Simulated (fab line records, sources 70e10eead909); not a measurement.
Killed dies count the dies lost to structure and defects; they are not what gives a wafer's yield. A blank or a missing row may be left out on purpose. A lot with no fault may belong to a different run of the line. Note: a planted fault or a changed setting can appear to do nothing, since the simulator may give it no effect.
Matching of chambers | flow nand harc | NHARC_A_CONTACT_ETCH_48 on rie diel-03: 4 sister chambers
The step etches the open film in CF4, target depth 39 nm, time 65 s. 14 wafers are shown with their chamber, then 7 later ones without.

## WAFERS PAIRED WITH THEIR CHAMBERS
wafer  | chamber | drypump motor current A (A) | showerhead plenum p Torr (Torr) | run length s (s)
L857.1 | 3       | 4.9                         | 1.85                            | 86.3
L857.3 | 1       | 5.8                         | 1.70                            | 87.1
L857.6 | 0       | 5.4                         | 1.91                            | 86.1
L860.2 | 1       | 5.8                         | 1.70                            | 86.9
L860.3 | 0       | 5.5                         | 1.91                            | 86.3
L860.5 | 0       | 5.5                         | 1.91                            | 86.0
L862.3 | 1       | 5.8                         | 1.69                            | 86.7
L862.5 | 2       | 6.3                         | 1.79                            | 86.6
L862.6 | 3       | 4.9                         | 1.85                            | 85.8
L864.1 | 0       | 5.5                         | 1.90                            | 86.0
L864.2 | 3       | 4.9                         | 1.85                            | 86.4
L864.5 | 0       | 5.4                         | 1.90                            | 86.7
L865.2 | 1       | 5.8                         | 1.69                            | 86.8
L865.3 | 3       | 4.9                         | 1.85                            | 85.8

SIGNATURES (averages over the wafers above)
reading                  | chamber 0 | chamber 1 | chamber 2 | chamber 3 | scatter within a chamber
drypump motor current A  | 5.460     | 5.800     | 6.300     | 4.900     | 0.0346
showerhead plenum p Torr | 1.9060    | 1.6950    | 1.7900    | 1.8500    | 0.00469
run length s             | 86.220    | 86.875    | 86.600    | 86.075    | 0.273
Rule: for a wafer and a chamber, the distance is found by dividing, reading by reading, the gap between the wafer's reading and the chamber's mean by the reading's scatter, squaring, summing and taking the root. The wafer belongs to the nearest chamber; if the next one is less than 2 further off, it can't be placed. How the scatter is found: for the shown wafers, subtract from each reading the mean of its chamber, square and add these, divide the total by (wafers less chambers), then take the root.

## WAFERS WHOSE CHAMBER IS MISSING
wafer  | drypump motor current A (A) | showerhead plenum p Torr (Torr) | run length s (s)
L865.5 | 5.8                         | 1.69                            | 86.6
L867.2 | 6.3                         | 1.79                            | 86.3
L867.5 | 6.3                         | 1.79                            | 86.5
L867.6 | 5.8                         | 1.69                            | 86.9
L875.1 | 5.8                         | 1.69                            | 86.7
L875.3 | 5.5                         | 1.90                            | 86.1
L877.3 | 5.5                         | 1.90                            | 86.3

## THE CHAMBER EACH PASSED THROUGH
wafer  | from the rows above | in truth
L865.5 | 1                   | 1
L867.2 | 2                   | 2
L867.5 | 2                   | 2
L867.6 | 1                   | 1
L875.1 | 1                   | 1
L875.3 | 0                   | 0
L877.3 | 0                   | 0
Correct placement for 7 of the 7. Number that these rows cannot place: 0. Number placed wrongly: 0.
